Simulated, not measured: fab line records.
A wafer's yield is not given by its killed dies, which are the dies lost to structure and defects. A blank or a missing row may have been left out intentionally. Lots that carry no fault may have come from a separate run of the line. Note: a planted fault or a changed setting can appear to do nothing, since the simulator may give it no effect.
Matching of chambers | flow n5Finfet | N5_MOL_CONTACT_COAG_STRIP_96 on rieDiel-04: 4 sister chambers
The step strips in N2/H2. 8 wafers are shown with their chamber, then 10 later ones without.

== WAFERS WITH THEIR CHAMBER ==
wafer  | chamber | showerheadPlenumPTorr (Torr) | drypumpMotorCurrentA (A)
L078.4 | 3       | 3.21                         | 5.6
L078.5 | 0       | 3.21                         | 5.9
L079.6 | 2       | 3.28                         | 4.8
L081.2 | 2       | 3.28                         | 4.8
L083.2 | 3       | 3.21                         | 5.6
L083.5 | 1       | 3.44                         | 5.3
L086.1 | 1       | 3.44                         | 5.3
L086.2 | 0       | 3.20                         | 5.8

== WAFERS MISSING THEIR CHAMBER ==
wafer  | showerheadPlenumPTorr (Torr) | drypumpMotorCurrentA (A)
L086.4 | 3.20                         | 5.7
L087.1 | 3.20                         | 5.7
L087.2 | 3.44                         | 5.3
L087.6 | 3.20                         | 5.9
L090.2 | 3.44                         | 5.3
L090.3 | 3.26                         | 4.8
L090.4 | 3.20                         | 5.9
L096.1 | 3.20                         | 5.6
L096.2 | 3.20                         | 5.9
L096.4 | 3.43                         | 5.3

== THE CHAMBER EACH PASSED THROUGH ==
wafer  | from the rows above     | in truth
L086.4 | can't be placed: 3 or 0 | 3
L087.1 | can't be placed: 3 or 0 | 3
L087.2 | 1                       | 1
L087.6 | 0                       | 0
L090.2 | 1                       | 1
L090.3 | 2                       | 2
L090.4 | 0                       | 0
L096.1 | 3                       | 3
L096.2 | 0                       | 0
L096.4 | 1                       | 1
8 of 10 placed correctly. From these rows, 2 cannot be placed; in 2 the true chamber is one of the candidates. Placed wrongly: 0.
How it was worked out, from the rows above alone: a wafer's distance from a chamber is the root of the sum, over the readings, of the square of ((its reading less the chamber's mean) divided by the reading's scatter). The wafer belongs to the nearest chamber; if the next one is less than 2 further off, it can't be placed. Each chamber's mean is taken over the wafers shown for it. The scatter: the root of (the sum of the squares of (reading less its chamber's mean) over the shown wafers, divided by (wafers less chambers)).
